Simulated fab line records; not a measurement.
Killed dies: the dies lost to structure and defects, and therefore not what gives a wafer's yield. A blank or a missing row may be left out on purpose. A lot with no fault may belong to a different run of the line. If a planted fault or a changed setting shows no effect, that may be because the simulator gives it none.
fab line records | flow n5Finfet
record lots=24 | wafers=72 | lastDay=18
route steps=1938 shown BEOL_M3@1000 BEOL_M4@1035
lots with no fault: from the same line, run without faults
startH: hours from the record's first day to the start of the lot's first wafer shown | waitH: hours since the lot's step before | " repeats the value in the row above | L1.1+2: a row that stands for several wafers | - either no value or no given start | * or withheld: withheld | < > ~ a bound
route shown NAME@n: names a module that has steps shown in the file, with the first one's number in the route | usual: mean and standard deviation over wafers with no fault | same: alike in all rows | chamber/n: place in a boat | sites: readings site by site | _std_site: the values' standard deviation | _edge_site: mean of outer sites minus mean of inner sites | radiusMm: how far each site lies from the wafer's centre | mask NAME#n: copy n | behind: tool/chamber where the wafer was last shaped | hold: the reason the lot was held/the length of the hold in hours/how it ended | device: transistor that didn't switch, given as n, p or np | end of line: the tests these same wafers got at the end of their route | step lacking rows: just its recipe | killed: dies that structure and defects cost at the first sort, which is not the same as the wafer's yield | map: a wafer's dies, x killed, . not, _ none there
set.NAME: the setting that was run; set.NAME@STEP: the one run at that earlier step | model.NAME: the simulator's own value behind a step, which no gauge read
route steps across a sampled set of lots; one table per step, one row per wafer
services: a tool's chamber out of use, with start hour (startH, from the record's first day; less than 0 if before it), hours out, and reason
## steps
# step N5_BEOL_M3_SPUTTER_86
# recipe material=Cu | targetThkA=45 | tempC=-20 | chamberPressurePa=0.07 | powerW=withheld | timeS=8.29
# usual throttleValvePct=30.2/0.94
lot.wafer | tool          | chamber | startH | waitH | throttleValvePct
L074.3    | pvdSputter-02 | -       | 151.76 | 0.1   | 29.1
L074.4    | "             | -       | "      | "     | 29.8
L074.6    | "             | -       | "      | "     | 29.9
L075.1    | pvdSputter-02 | -       | 162.71 | 0.1   | 30.1
L075.2    | "             | -       | "      | "     | 29.3
L075.4    | "             | -       | "      | "     | 30.2
L077.2    | pvdSputter-02 | -       | 166.45 | 0.1   | 29.5
L077.5    | "             | -       | "      | "     | 29.9
L077.6    | "             | -       | "      | "     | 29.4
L076.2    | pvdSputter-03 | -       | 176.12 | 0.1   | 31.3
L076.3    | "             | -       | "      | "     | 29.3
L076.4    | "             | -       | "      | "     | 30.5
L078.1    | pvdSputter-01 | -       | 180.93 | 0.1   | 28.7
L078.4    | "             | -       | "      | "     | 31.7
L078.5    | "             | -       | "      | "     | 28.7
L079.3    | pvdSputter-03 | -       | 183.79 | 0.1   | 31.8
L079.4    | "             | -       | "      | "     | 29.7
L079.6    | "             | -       | "      | "     | 29.1
L080.1    | pvdSputter-01 | -       | 183.97 | 0.1   | 31.7
L080.3    | "             | -       | "      | "     | 30.4
L080.4    | "             | -       | "      | "     | 28.7
L081.2    | pvdSputter-03 | -       | 187.32 | 0.1   | 29.7
L081.3    | "             | -       | "      | "     | 30.6
L081.5    | "             | -       | "      | "     | 30.7
L082.3    | pvdSputter-03 | -       | 205.66 | 0.1   | 29.2
L082.4    | "             | -       | "      | "     | 30.6
L082.6    | "             | -       | "      | "     | 29.1
L083.4    | pvdSputter-03 | -       | 217.58 | 0.1   | 30.9
L083.5    | "             | -       | "      | "     | 31.4
L083.6    | "             | -       | "      | "     | 29.7
L084.2    | pvdSputter-01 | -       | 218.52 | 0.1   | 30.0
L084.4    | "             | -       | "      | "     | 30.5
L084.6    | "             | -       | "      | "     | 31.8
L085.1    | pvdSputter-01 | -       | 229.55 | 0.1   | 30.2
L085.2    | "             | -       | "      | "     | 28.4
L085.6    | "             | -       | "      | "     | 30.4
L086.2    | pvdSputter-01 | -       | 234.43 | 0.1   | 30.1
L086.5    | "             | -       | "      | "     | 30.4
L086.6    | "             | -       | "      | "     | 30.2
L088.1    | pvdSputter-02 | -       | 257.04 | 0.1   | 29.6
L088.2    | "             | -       | "      | "     | 29.4
L088.3    | "             | -       | "      | "     | 31.8
L087.2    | pvdSputter-01 | -       | 257.26 | 0.1   | 28.6
L087.3    | "             | -       | "      | "     | 30.6
L087.6    | "             | -       | "      | "     | 31.8
L089.2    | pvdSputter-03 | -       | 260.98 | 0.1   | 29.4
L089.4    | "             | -       | "      | "     | 30.6
L089.6    | "             | -       | "      | "     | 29.1
L090.1    | pvdSputter-02 | -       | 261.80 | 0.1   | 30.1
L090.3    | "             | -       | "      | "     | 31.7
L090.5    | "             | -       | "      | "     | 29.6
L091.1    | pvdSputter-03 | -       | 270.50 | 0.1   | 29.6
L091.2    | "             | -       | "      | "     | 31.1
L091.4    | "             | -       | "      | "     | 29.1
L092.1    | pvdSputter-01 | -       | 273.72 | 0.1   | 31.8
L092.3    | "             | -       | "      | "     | 30.3
L092.4    | "             | -       | "      | "     | 28.8
L095.1    | pvdSputter-03 | -       | 287.80 | 0.1   | 28.9
L095.2    | "             | -       | "      | "     | 31.5
L095.4    | "             | -       | "      | "     | 29.9
L093.1    | pvdSputter-03 | -       | 289.64 | 0.1   | 29.3
L093.5    | "             | -       | "      | "     | 31.6
L093.6    | "             | -       | "      | "     | 29.8
L097.2    | pvdSputter-01 | -       | 293.19 | 0.1   | 30.5
L097.4    | "             | -       | "      | "     | 31.5
L097.5    | "             | -       | "      | "     | 30.4
L094.2    | pvdSputter-01 | -       | 297.49 | 0.1   | 30.2
L094.3    | "             | -       | "      | "     | 30.4
L094.5    | "             | -       | "      | "     | 29.9
L096.4    | pvdSputter-02 | -       | 301.31 | 0.1   | 29.9
L096.5    | "             | -       | "      | "     | 30.1
L096.6    | "             | -       | "      | "     | 29.9
# step N5_BEOL_M3_ANNEAL_89
# recipe tempC=400 | timeS=240 | ambient=vacuum
# usual heaterPowerW=820/57
lot.wafer | tool          | chamber | startH | waitH | heaterPowerW
L074.3    | pvdSputter-02 | -       | 152.06 | 0.0   | 760
L074.4    | "             | -       | "      | "     | 925
L074.6    | "             | -       | "      | "     | 918
L075.1    | pvdSputter-02 | -       | 163.01 | 0.0   | 830
L075.2    | "             | -       | "      | "     | 762
L075.4    | "             | -       | "      | "     | 904
L077.2    | pvdSputter-02 | -       | 166.75 | 0.0   | 759
L077.5    | "             | -       | "      | "     | 916
L077.6    | "             | -       | "      | "     | 776
L076.2    | pvdSputter-03 | -       | 176.42 | 0.0   | 778
L076.3    | "             | -       | "      | "     | 875
L076.4    | "             | -       | "      | "     | 794
L078.1    | pvdSputter-01 | -       | 181.23 | 0.0   | 761
L078.4    | "             | -       | "      | "     | 768
L078.5    | "             | -       | "      | "     | 754
L079.3    | pvdSputter-03 | -       | 184.09 | 0.0   | 775
L079.4    | "             | -       | "      | "     | 893
L079.6    | "             | -       | "      | "     | 882
L080.1    | pvdSputter-01 | -       | 184.27 | 0.0   | 759
L080.3    | "             | -       | "      | "     | 816
L080.4    | "             | -       | "      | "     | 761
L081.2    | pvdSputter-03 | -       | 187.62 | 0.0   | 870
L081.3    | "             | -       | "      | "     | 803
L081.5    | "             | -       | "      | "     | 799
L082.3    | pvdSputter-03 | -       | 205.96 | 0.0   | 865
L082.4    | "             | -       | "      | "     | 782
L082.6    | "             | -       | "      | "     | 863
L083.4    | pvdSputter-03 | -       | 217.88 | 0.0   | 754
L083.5    | "             | -       | "      | "     | 827
L083.6    | "             | -       | "      | "     | 873
L084.2    | pvdSputter-01 | -       | 218.82 | 0.0   | 733
L084.4    | "             | -       | "      | "     | 827
L084.6    | "             | -       | "      | "     | 786
L085.1    | pvdSputter-01 | -       | 229.85 | 0.0   | 835
L085.2    | "             | -       | "      | "     | 766
L085.6    | "             | -       | "      | "     | 759
L086.2    | pvdSputter-01 | -       | 234.73 | 0.0   | 756
L086.5    | "             | -       | "      | "     | 812
L086.6    | "             | -       | "      | "     | 752
L088.1    | pvdSputter-02 | -       | 257.34 | 0.0   | 838
L088.2    | "             | -       | "      | "     | 774
L088.3    | "             | -       | "      | "     | 913
L087.2    | pvdSputter-01 | -       | 257.56 | 0.0   | 788
L087.3    | "             | -       | "      | "     | 820
L087.6    | "             | -       | "      | "     | 784
L089.2    | pvdSputter-03 | -       | 261.28 | 0.0   | 890
L089.4    | "             | -       | "      | "     | 791
L089.6    | "             | -       | "      | "     | 877
L090.1    | pvdSputter-02 | -       | 262.10 | 0.0   | 954
L090.3    | "             | -       | "      | "     | 907
L090.5    | "             | -       | "      | "     | 938
L091.1    | pvdSputter-03 | -       | 270.80 | 0.0   | 885
L091.2    | "             | -       | "      | "     | 786
L091.4    | "             | -       | "      | "     | 865
L092.1    | pvdSputter-01 | -       | 274.02 | 0.0   | 768
L092.3    | "             | -       | "      | "     | 751
L092.4    | "             | -       | "      | "     | 779
L095.1    | pvdSputter-03 | -       | 288.10 | 0.0   | 874
L095.2    | "             | -       | "      | "     | 782
L095.4    | "             | -       | "      | "     | 895
L093.1    | pvdSputter-03 | -       | 289.94 | 0.0   | 858
L093.5    | "             | -       | "      | "     | 778
L093.6    | "             | -       | "      | "     | 879
L097.2    | pvdSputter-01 | -       | 293.49 | 0.0   | 832
L097.4    | "             | -       | "      | "     | 758
L097.5    | "             | -       | "      | "     | 815
L094.2    | pvdSputter-01 | -       | 297.79 | 0.0   | 767
L094.3    | "             | -       | "      | "     | 809
L094.5    | "             | -       | "      | "     | 723
L096.4    | pvdSputter-02 | -       | 301.61 | 0.0   | 917
L096.5    | "             | -       | "      | "     | 822
L096.6    | "             | -       | "      | "     | 927
# step N5_BEOL_M3_ANNEAL_93
# recipe tempC=400 | timeS=240 | ambient=vacuum
# usual heaterPowerW=820/56
lot.wafer | tool          | chamber | startH | waitH | heaterPowerW
L074.3    | pvdSputter-02 | -       | 152.50 | 0.0   | 786
L074.4    | "             | -       | "      | "     | 922
L074.6    | "             | -       | "      | "     | 938
L075.1    | pvdSputter-02 | -       | 163.45 | 0.0   | 836
L075.2    | "             | -       | "      | "     | 767
L075.4    | "             | -       | "      | "     | 941
L077.2    | pvdSputter-02 | -       | 167.19 | 0.0   | 767
L077.5    | "             | -       | "      | "     | 936
L077.6    | "             | -       | "      | "     | 762
L076.2    | pvdSputter-03 | -       | 176.86 | 0.0   | 783
L076.3    | "             | -       | "      | "     | 869
L076.4    | "             | -       | "      | "     | 787
L078.1    | pvdSputter-01 | -       | 181.67 | 0.0   | 766
L078.4    | "             | -       | "      | "     | 782
L078.5    | "             | -       | "      | "     | 753
L079.3    | pvdSputter-03 | -       | 184.53 | 0.0   | 784
L079.4    | "             | -       | "      | "     | 870
L079.6    | "             | -       | "      | "     | 866
L080.1    | pvdSputter-01 | -       | 184.71 | 0.0   | 771
L080.3    | "             | -       | "      | "     | 804
L080.4    | "             | -       | "      | "     | 737
L081.2    | pvdSputter-03 | -       | 188.06 | 0.0   | 877
L081.3    | "             | -       | "      | "     | 782
L081.5    | "             | -       | "      | "     | 767
L082.3    | pvdSputter-03 | -       | 208.27 | 0.0   | 880
L082.4    | "             | -       | "      | "     | 795
L082.6    | "             | -       | "      | "     | 865
L083.4    | pvdSputter-03 | -       | 218.32 | 0.0   | 805
L083.5    | "             | -       | "      | "     | 784
L083.6    | "             | -       | "      | "     | 889
L084.2    | pvdSputter-01 | -       | 219.26 | 0.0   | 756
L084.4    | "             | -       | "      | "     | 820
L084.6    | "             | -       | "      | "     | 792
L085.1    | pvdSputter-01 | -       | 230.29 | 0.0   | 828
L085.2    | "             | -       | "      | "     | 769
L085.6    | "             | -       | "      | "     | 756
L086.2    | pvdSputter-01 | -       | 235.17 | 0.0   | 749
L086.5    | "             | -       | "      | "     | 812
L086.6    | "             | -       | "      | "     | 752
L088.1    | pvdSputter-02 | -       | 257.78 | 0.0   | 837
L088.2    | "             | -       | "      | "     | 774
L088.3    | "             | -       | "      | "     | 928
L087.2    | pvdSputter-01 | -       | 258.00 | 0.0   | 771
L087.3    | "             | -       | "      | "     | 835
L087.6    | "             | -       | "      | "     | 762
L089.2    | pvdSputter-03 | -       | 261.72 | 0.0   | 883
L089.4    | "             | -       | "      | "     | 804
L089.6    | "             | -       | "      | "     | 870
L090.1    | pvdSputter-02 | -       | 262.54 | 0.0   | 934
L090.3    | "             | -       | "      | "     | 919
L090.5    | "             | -       | "      | "     | 921
L091.1    | pvdSputter-03 | -       | 271.24 | 0.0   | 881
L091.2    | "             | -       | "      | "     | 783
L091.4    | "             | -       | "      | "     | 867
L092.1    | pvdSputter-01 | -       | 274.46 | 0.0   | 777
L092.3    | "             | -       | "      | "     | 745
L092.4    | "             | -       | "      | "     | 759
L095.1    | pvdSputter-03 | -       | 288.54 | 0.0   | 868
L095.2    | "             | -       | "      | "     | 789
L095.4    | "             | -       | "      | "     | 892
L093.1    | pvdSputter-03 | -       | 290.38 | 0.0   | 880
L093.5    | "             | -       | "      | "     | 803
L093.6    | "             | -       | "      | "     | 884
L097.2    | pvdSputter-01 | -       | 293.93 | 0.0   | 837
L097.4    | "             | -       | "      | "     | 773
L097.5    | "             | -       | "      | "     | 840
L094.2    | pvdSputter-01 | -       | 298.23 | 0.0   | 746
L094.3    | "             | -       | "      | "     | 805
L094.5    | "             | -       | "      | "     | 783
L096.4    | pvdSputter-02 | -       | 302.05 | 0.0   | 922
L096.5    | "             | -       | "      | "     | 825
L096.6    | "             | -       | "      | "     | 937
# step N5_BEOL_M3_ANNEAL_51
# recipe tempC=225 | timeS=90 | ambient=N2
# usual annealTempCMax=226.03/0.29 | wafer_temp_C_max=226.13/0.29
lot.wafer | tool         | chamber | startH | waitH | annealTempCMax | wafer_temp_C_max
L074.3    | rtpAnneal-02 | 0       | 153.21 | 0.2   | 226.04         | 225.90
L074.4    | "            | 0       | "      | "     | 225.92         | 225.66
L074.6    | "            | 0       | "      | "     | 225.93         | 226.24
L075.1    | rtpAnneal-02 | 0       | 164.01 | 0.1   | 226.03         | 226.40
L075.2    | "            | 0       | "      | "     | 226.34         | 225.92
L075.4    | "            | 0       | "      | "     | 225.74         | 226.24
L077.2    | rtpAnneal-02 | 0       | 167.79 | 0.1   | 226.49         | 225.99
L077.5    | "            | 0       | "      | "     | 226.22         | 226.17
L077.6    | "            | 0       | "      | "     | 225.77         | 225.92
L076.2    | rtpAnneal-01 | 0       | 177.46 | 0.1   | 225.49         | 226.17
L076.3    | "            | 0       | "      | "     | 225.68         | 226.02
L076.4    | "            | 0       | "      | "     | 225.96         | 226.04
L078.1    | rtpAnneal-01 | 0       | 182.22 | 0.1   | 225.70         | 225.90
L078.4    | "            | 0       | "      | "     | 225.66         | 226.58
L078.5    | "            | 0       | "      | "     | 225.71         | 226.04
L079.3    | rtpAnneal-01 | 0       | 185.18 | 0.1   | 226.17         | 226.37
L079.4    | "            | 0       | "      | "     | 225.71         | 226.40
L079.6    | "            | 0       | "      | "     | 225.93         | 226.36
L080.1    | rtpAnneal-02 | 0       | 185.32 | 0.1   | 226.11         | 226.03
L080.3    | "            | 0       | "      | "     | 226.04         | 225.89
L080.4    | "            | 0       | "      | "     | 226.55         | 226.00
L081.2    | rtpAnneal-01 | 0       | 188.66 | 0.1   | 225.83         | 226.02
L081.3    | "            | 0       | "      | "     | 225.92         | 226.38
L081.5    | "            | 0       | "      | "     | 225.84         | 226.89
L082.3    | rtpAnneal-01 | 0       | 208.92 | 0.1   | 226.12         | 225.96
L082.4    | "            | 0       | "      | "     | 226.03         | 226.35
L082.6    | "            | 0       | "      | "     | 225.88         | 226.54
L083.4    | rtpAnneal-01 | 0       | 219.01 | 0.2   | 225.77         | 226.24
L083.5    | "            | 0       | "      | "     | 225.61         | 226.07
L083.6    | "            | 0       | "      | "     | 225.77         | 225.70
L084.2    | rtpAnneal-02 | 0       | 220.05 | 0.3   | 226.17         | 226.13
L084.4    | "            | 0       | "      | "     | 226.34         | 225.77
L084.6    | "            | 0       | "      | "     | 226.10         | 225.83
L085.1    | rtpAnneal-01 | 0       | 230.86 | 0.1   | 225.90         | 226.40
L085.2    | "            | 0       | "      | "     | 226.14         | 226.53
L085.6    | "            | 0       | "      | "     | 225.79         | 226.29
L086.2    | rtpAnneal-02 | 0       | 235.77 | 0.1   | 225.94         | 226.01
L086.5    | "            | 0       | "      | "     | 226.47         | 226.06
L086.6    | "            | 0       | "      | "     | 226.25         | 226.41
L088.1    | rtpAnneal-01 | 0       | 258.33 | 0.1   | 226.36         | 226.45
L088.2    | "            | 0       | "      | "     | 225.92         | 226.13
L088.3    | "            | 0       | "      | "     | 225.66         | 226.62
L087.2    | rtpAnneal-02 | 0       | 258.61 | 0.1   | 226.04         | 226.18
L087.3    | "            | 0       | "      | "     | 226.46         | 226.09
L087.6    | "            | 0       | "      | "     | 226.32         | 225.81
L089.2    | rtpAnneal-02 | 0       | 262.32 | 0.1   | 225.71         | 226.05
L089.4    | "            | 0       | "      | "     | 226.06         | 225.99
L089.6    | "            | 0       | "      | "     | 226.09         | 225.77
L090.1    | rtpAnneal-02 | 0       | 263.09 | 0.1   | 226.01         | 226.09
L090.3    | "            | 0       | "      | "     | 225.67         | 225.98
L090.5    | "            | 0       | "      | "     | 226.37         | 225.84
L091.1    | rtpAnneal-02 | 0       | 271.80 | 0.1   | 226.10         | 225.82
L091.2    | "            | 0       | "      | "     | 226.63         | 225.69
L091.4    | "            | 0       | "      | "     | 226.33         | 226.34
L092.1    | rtpAnneal-01 | 0       | 275.02 | 0.1   | 226.06         | 226.20
L092.3    | "            | 0       | "      | "     | 226.19         | 226.26
L092.4    | "            | 0       | "      | "     | 226.08         | 225.92
L095.1    | rtpAnneal-02 | 0       | 289.10 | 0.1   | 226.07         | 226.23
L095.2    | "            | 0       | "      | "     | 226.31         | 226.50
L095.4    | "            | 0       | "      | "     | 226.23         | 226.08
L093.1    | rtpAnneal-01 | 0       | 290.94 | 0.1   | 225.70         | 226.54
L093.5    | "            | 0       | "      | "     | 225.61         | 225.95
L093.6    | "            | 0       | "      | "     | 225.87         | 226.32
L097.2    | rtpAnneal-01 | 0       | 294.54 | 0.1   | 225.71         | 226.30
L097.4    | "            | 0       | "      | "     | 225.68         | 226.05
L097.5    | "            | 0       | "      | "     | 225.70         | 226.31
L094.2    | rtpAnneal-02 | 0       | 299.01 | 0.3   | 226.00         | 225.76
L094.3    | "            | 0       | "      | "     | 226.54         | 225.69
L094.5    | "            | 0       | "      | "     | 226.54         | 226.29
L096.4    | rtpAnneal-02 | 0       | 302.74 | 0.2   | 226.27         | 226.13
L096.5    | "            | 0       | "      | "     | 226.37         | 226.01
L096.6    | "            | 0       | "      | "     | 226.05         | 225.71
# step N5_BEOL_M3_PRE_CLEAN_60
# recipe gas=NH3/H2 | timeS=15 | tempC=* | rfPowerW=300
# usual heaterPowerW=90/21
lot.wafer | tool     | chamber | startH | waitH | heaterPowerW | sinceWetCleanH
L074.3    | cvdCo-01 | 0       | 153.75 | 0.0   | 98           | 695
L074.4    | "        | 1       | "      | "     | 69           | -
L074.6    | "        | 0       | "      | "     | 103          | -
L075.1    | cvdCo-02 | 1       | 164.63 | 0.0   | 60           | 28
L075.2    | "        | 2       | "      | "     | 85           | 457
L075.4    | "        | 1       | "      | "     | 58           | -
L077.2    | cvdCo-01 | 1       | 168.38 | 0.0   | 67           | 1147
L077.5    | "        | 2       | "      | "     | 100          | -
L077.6    | "        | 1       | "      | "     | 69           | -
L076.2    | cvdCo-02 | 2       | 178.04 | 0.0   | 86           | 470
L076.3    | "        | 0       | "      | "     | 116          | 938
L076.4    | "        | 0       | "      | "     | 113          | -
L078.1    | cvdCo-01 | 2       | 182.85 | 0.0   | 105          | 265
L078.4    | "        | 2       | "      | "     | 103          | -
L078.5    | "        | 1       | "      | "     | 69           | -
L079.3    | cvdCo-01 | 2       | 185.72 | 0.0   | 104          | 268
L079.4    | "        | 1       | "      | "     | 69           | -
L079.6    | "        | 2       | "      | "     | 108          | -
L080.1    | cvdCo-02 | 2       | 185.95 | 0.0   | 85           | 478
L080.3    | "        | 1       | "      | "     | 57           | 49
L080.4    | "        | 2       | "      | "     | 87           | -
L081.2    | cvdCo-01 | 1       | 189.26 | 0.0   | 70           | 1168
L081.3    | "        | 2       | "      | "     | 107          | 271
L081.5    | "        | 1       | "      | "     | 68           | -
L082.3    | cvdCo-02 | 0       | 209.46 | 0.0   | 114          | 969
L082.4    | "        | 2       | "      | "     | 89           | -
L082.6    | "        | 1       | "      | "     | 59           | -
L083.4    | cvdCo-02 | 2       | 219.53 | 0.1   | 89           | -
L083.5    | "        | 0       | "      | "     | 119          | -
L083.6    | "        | 1       | "      | "     | 59           | -
L084.2    | cvdCo-02 | 0       | 220.64 | 0.0   | 120          | 981
L084.4    | "        | 2       | "      | "     | 86           | -
L084.6    | "        | 0       | "      | "     | 116          | -
L085.1    | cvdCo-02 | 0       | 231.49 | 0.0   | 116          | 991
L085.2    | "        | 1       | "      | "     | 58           | 95
L085.6    | "        | 1       | "      | "     | 61           | -
L086.2    | cvdCo-01 | 0       | 236.35 | 0.0   | 105          | 778
L086.5    | "        | 1       | "      | "     | 68           | -
L086.6    | "        | 2       | "      | "     | 105          | -
L088.1    | cvdCo-01 | 1       | 258.96 | 0.0   | 69           | 1238
L088.2    | "        | 2       | "      | "     | 102          | 341
L088.3    | "        | 0       | "      | "     | 102          | 800
L087.2    | cvdCo-01 | 1       | 259.20 | 0.0   | 70           | 1238
L087.3    | "        | 2       | "      | "     | 102          | 341
L087.6    | "        | 1       | "      | "     | 71           | -
L089.2    | cvdCo-02 | 2       | 262.91 | 0.0   | 89           | 555
L089.4    | "        | 1       | "      | "     | 59           | -
L089.6    | "        | 0       | "      | "     | 118          | -
L090.1    | cvdCo-01 | 0       | 263.72 | 0.0   | 106          | 805
L090.3    | "        | 2       | "      | "     | 106          | 346
L090.5    | "        | 1       | "      | "     | 68           | -
L091.1    | cvdCo-02 | 0       | 272.43 | 0.0   | 121          | 1032
L091.2    | "        | 1       | "      | "     | 59           | 136
L091.4    | "        | 2       | "      | "     | 90           | -
L092.1    | cvdCo-02 | 0       | 275.66 | 0.0   | 119          | 1036
L092.3    | "        | 1       | "      | "     | 57           | 139
L092.4    | "        | 0       | "      | "     | 115          | -
L095.1    | cvdCo-02 | 2       | 289.73 | 0.0   | 89           | 582
L095.2    | "        | 0       | "      | "     | 115          | 1050
L095.4    | "        | 0       | "      | "     | 115          | -
L093.1    | cvdCo-01 | 0       | 291.57 | 0.0   | 108          | 833
L093.5    | "        | 0       | "      | "     | 104          | -
L093.6    | "        | 1       | "      | "     | 69           | -
L097.2    | cvdCo-01 | 2       | 295.13 | 0.0   | 102          | 377
L097.4    | "        | 1       | "      | "     | 71           | -
L097.5    | "        | 2       | "      | "     | 105          | -
L094.2    | cvdCo-02 | 2       | 299.60 | 0.0   | 90           | 592
L094.3    | "        | 1       | "      | "     | 59           | 163
L094.5    | "        | 2       | "      | "     | 86           | -
L096.4    | cvdCo-01 | 0       | 303.25 | 0.1   | 107          | -
L096.5    | "        | 2       | "      | "     | 110          | -
L096.6    | "        | 1       | "      | "     | 68           | -
# step N5_BEOL_M4_OVL_MEAS_12
# recipe pointsPerWafer=522
# usual M4_OVL=-0.4/0.74
lot.wafer | tool       | chamber | startH | waitH | M4_OVL[nm]
L074.3    | overlay-02 | 0       | 155.16 | 0.0   | 0.4
L074.4    | "          | 0       | "      | "     | 0.6
L074.6    | "          | 0       | "      | "     | 0.4
L075.1    | overlay-01 | 0       | 165.96 | 0.0   | -1.5
L075.2    | "          | 0       | "      | "     | -1.1
L075.4    | "          | 0       | "      | "     | -1.5
L077.2    | overlay-02 | 0       | 169.38 | 0.0   | -0.5
L077.5    | "          | 0       | "      | "     | -0.5
L077.6    | "          | 0       | "      | "     | -0.2
L076.2    | overlay-01 | 0       | 179.71 | 0.0   | -0.9
L076.3    | "          | 0       | "      | "     | -0.9
L076.4    | "          | 0       | "      | "     | -1.4
L078.1    | overlay-02 | 0       | 185.56 | 0.0   | -0.7
L078.4    | "          | 0       | "      | "     | -1.2
L078.5    | "          | 0       | "      | "     | -0.5
L079.3    | overlay-01 | 0       | 186.60 | 0.0   | 0.6
L079.4    | "          | 0       | "      | "     | 0.9
L079.6    | "          | 0       | "      | "     | 0.2
L080.1    | overlay-01 | 0       | 187.05 | 0.0   | -1.8
L080.3    | "          | 0       | "      | "     | -1.2
L080.4    | "          | 0       | "      | "     | -1.1
L081.2    | overlay-01 | 0       | 191.75 | 0.0   | 0.2
L081.3    | "          | 0       | "      | "     | -1.4
L081.5    | "          | 0       | "      | "     | -0.9
L082.3    | overlay-02 | 0       | 214.92 | 0.0   | 0.6
L082.4    | "          | 0       | "      | "     | -0.2
L082.6    | "          | 0       | "      | "     | -0.1
L083.4    | overlay-01 | 0       | 220.50 | 0.0   | 0.6
L083.5    | "          | 0       | "      | "     | 1.2
L083.6    | "          | 0       | "      | "     | 0.3
L084.2    | overlay-02 | 0       | 224.76 | 0.0   | -0.3
L084.4    | "          | 0       | "      | "     | 0.7
L084.6    | "          | 0       | "      | "     | -0.3
L085.1    | overlay-02 | 0       | 233.33 | 0.0   | -0.3
L085.2    | "          | 0       | "      | "     | -0.1
L085.6    | "          | 0       | "      | "     | -0.4
L086.2    | overlay-02 | 0       | 238.29 | 0.0   | -0.5
L086.5    | "          | 0       | "      | "     | -0.7
L086.6    | "          | 0       | "      | "     | -0.2
L088.1    | overlay-02 | 0       | 260.22 | 0.0   | -0.4
L088.2    | "          | 0       | "      | "     | -1.4
L088.3    | "          | 0       | "      | "     | -0.9
L087.2    | overlay-01 | 0       | 260.40 | 0.0   | 0.5
L087.3    | "          | 0       | "      | "     | -0.3
L087.6    | "          | 0       | "      | "     | 0.3
L089.2    | overlay-01 | 0       | 266.01 | 0.0   | 0.0
L089.4    | "          | 0       | "      | "     | -1.4
L089.6    | "          | 0       | "      | "     | -1.1
L090.1    | overlay-02 | 0       | 268.24 | 0.0   | -0.9
L090.3    | "          | 0       | "      | "     | -0.6
L090.5    | "          | 0       | "      | "     | -0.4
L091.1    | overlay-01 | 0       | 273.33 | 0.0   | -0.2
L091.2    | "          | 0       | "      | "     | 0.4
L091.4    | "          | 0       | "      | "     | -0.5
L092.1    | overlay-02 | 0       | 278.47 | 0.0   | -0.2
L092.3    | "          | 0       | "      | "     | -0.2
L092.4    | "          | 0       | "      | "     | -0.7
L095.1    | overlay-01 | 0       | 291.00 | 0.0   | -2.2
L095.2    | "          | 0       | "      | "     | -1.2
L095.4    | "          | 0       | "      | "     | -0.7
L093.1    | overlay-02 | 0       | 295.33 | 0.0   | -0.6
L093.5    | "          | 0       | "      | "     | -0.4
L093.6    | "          | 0       | "      | "     | -0.4
L097.2    | overlay-01 | 0       | 296.48 | 0.0   | -0.3
L097.4    | "          | 0       | "      | "     | 1.1
L097.5    | "          | 0       | "      | "     | 1.2
L094.2    | overlay-01 | 0       | 301.93 | 0.0   | 0.0
L094.3    | "          | 0       | "      | "     | -0.3
L094.5    | "          | 0       | "      | "     | -0.4
L096.4    | overlay-02 | 0       | 304.57 | 0.0   | -0.9
L096.5    | "          | 0       | "      | "     | -2.3
L096.6    | "          | 0       | "      | "     | -1.1
## services
tool         | chamber | startH | hours | kind
cvdCo-02     | -       | 130.46 | 0.2   | repair
rtpAnneal-01 | -       | 151.01 | 1.8   | pm
cvdCo-02     | -       | 200.41 | 6.9   | pm
cvdCo-01     | -       | 207.31 | 2.8   | pm
cvdCo-02     | 2       | 241.25 | 7.8   | repair
cvdCo-02     | -       | 268.00 | 0.5   | repair
## key
fault none
